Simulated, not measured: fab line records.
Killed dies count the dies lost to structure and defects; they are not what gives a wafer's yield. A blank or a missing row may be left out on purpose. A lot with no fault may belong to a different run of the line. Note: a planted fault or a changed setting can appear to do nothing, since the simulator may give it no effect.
Problem report, 8D (eight disciplines) form, completed by code / flow n5 finfet / the parts of the form that need people (team, actions taken, sign-off) are left out

## 1. THE ISSUE
At N5_BEOL_M3_OCD_MEAS_38, trench depth nm averages 38.8 nm over 6 wafers from 2 lots, while fault-free wafers read 55.1 nm, standard deviation 1.6. That is -10 standard deviations from the usual mean.
Seen first at day 9 06:17 on ocd-02, wafer L893.2. The record has a number at this step for 24 wafers belonging to 9 lots. Rule for "out", or "out of limits": more than 4 standard deviations from the usual mean. The rest of the wafers with a number are treated as sound.

## 2. WHAT IT IS, AND WHAT IT ISN'T
question=which readings at this step | is=trench depth nm | is not=-
question=which lots | is=L893, L894 | is not=L886, L887, L888, L891, L892, L900, L908
question=which wafers of those lots | is=all that have a number | is not=-
question=read on which gauges | is=ocd-02 | is not=ocd-01
question=when | is=from day 9 06:17 | is not=up to then (14 sound wafers); but 4 sound wafers of L900, L908 came after

## 3. THE SUSPECTS, EACH WITH WHAT RULES IT OUT
Counting: a tool at any process step up to the reading remains a suspect when it ran all the lots that are out and ran no sound lot after the first of those.
- the gauge at N5_BEOL_M3_OCD_MEAS_38 has been ruled out. All the wafers that are out were read on ocd-02, but those of them that N5_BEOL_M3_TRENCH_ETCH_37 has rows for are out there too, on other tools.
- rie diel-04 at N5_BEOL_M3_TRENCH_ETCH_37 (etches SiOC in C4F6/O2, target depth 55.555 nm, time 29.2 s): kept. It processed each lot that is out, first L893 at day 9 06:08, and no sound lot thereafter; up to then, the last sound lot it processed was L891 at day 8 13:52. Out on those wafers are its own readings of rf fwd power W, rf vpp V.
Left after counting: rie diel-04 at N5_BEOL_M3_TRENCH_ETCH_37.

## 4. THE CAUSE (what the simulator had put in)
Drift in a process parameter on rie diel-04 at N5_BEOL_M3_TRENCH_ETCH_37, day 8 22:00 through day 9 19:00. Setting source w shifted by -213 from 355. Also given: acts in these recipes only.
Counting left only this tool.

## 5. SEQUENCE OF EFFECTS, ordered by route
Rows list readings where the struck wafers' mean (over those with a number) sits beyond 3 standard deviations from the usual. Only readings whose record carries a usual standard deviation are examined. hours: median over the lots of the time between each lot's start at the first step of this table that gives one and its start at this step. sigmas: the change, counted in usual standard deviations.
hours=0; step=N5_BEOL_M3_TRENCH_ETCH_37; reading=oes_f_703_au; usual=0.79 a.u.; on struck wafers=0.52; change=-0.27; sigmas=-3.4
hours=0; step=N5_BEOL_M3_TRENCH_ETCH_37; reading=oes_o_777_au; usual=0.79 a.u.; on struck wafers=0.54; change=-0.25; sigmas=-3.0
hours=0; step=N5_BEOL_M3_TRENCH_ETCH_37; reading=rf fwd power W; usual=350.2 W; on struck wafers=136.1; change=-214.1; sigmas=-99 or more
hours=0; step=N5_BEOL_M3_TRENCH_ETCH_37; reading=rf vpp V; usual=662 V; on struck wafers=807; change=+145; sigmas=+7.2
hours=0; step=N5_BEOL_M3_OCD_MEAS_38; reading=trench depth nm; usual=55.1 nm; on struck wafers=38.8; change=-16.4; sigmas=-10
Here are the process steps it includes:
- N5_BEOL_M3_TRENCH_ETCH_37: etches SiOC in C4F6/O2, target depth 55.555 nm, time 29.2 s.
Later steps that measure or inspect, where all struck wafers having a row at the step show a number for every such reading and not one has moved that far: N5_BEOL_M4_RC_MEAS_101.

## 6. HOW IT WOULD HAVE BEEN CAUGHT EARLIER
Counted from the fault's start at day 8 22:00, it took 8 hours until the first out-of-limits reading at a measuring or inspecting step in this record, taken at day 9 06:17.
The tool's own readings at N5_BEOL_M3_TRENCH_ETCH_37 were out on every struck wafer that the step has a row for (rf fwd power W, rf vpp V): an alarm limit on them would have fired on the first of those.
Lots out: 2; of these, L894 started N5_BEOL_M3_TRENCH_ETCH_37 on rie diel-04 after day 9 06:17. It would have been spared by a hold on the tool at that moment.
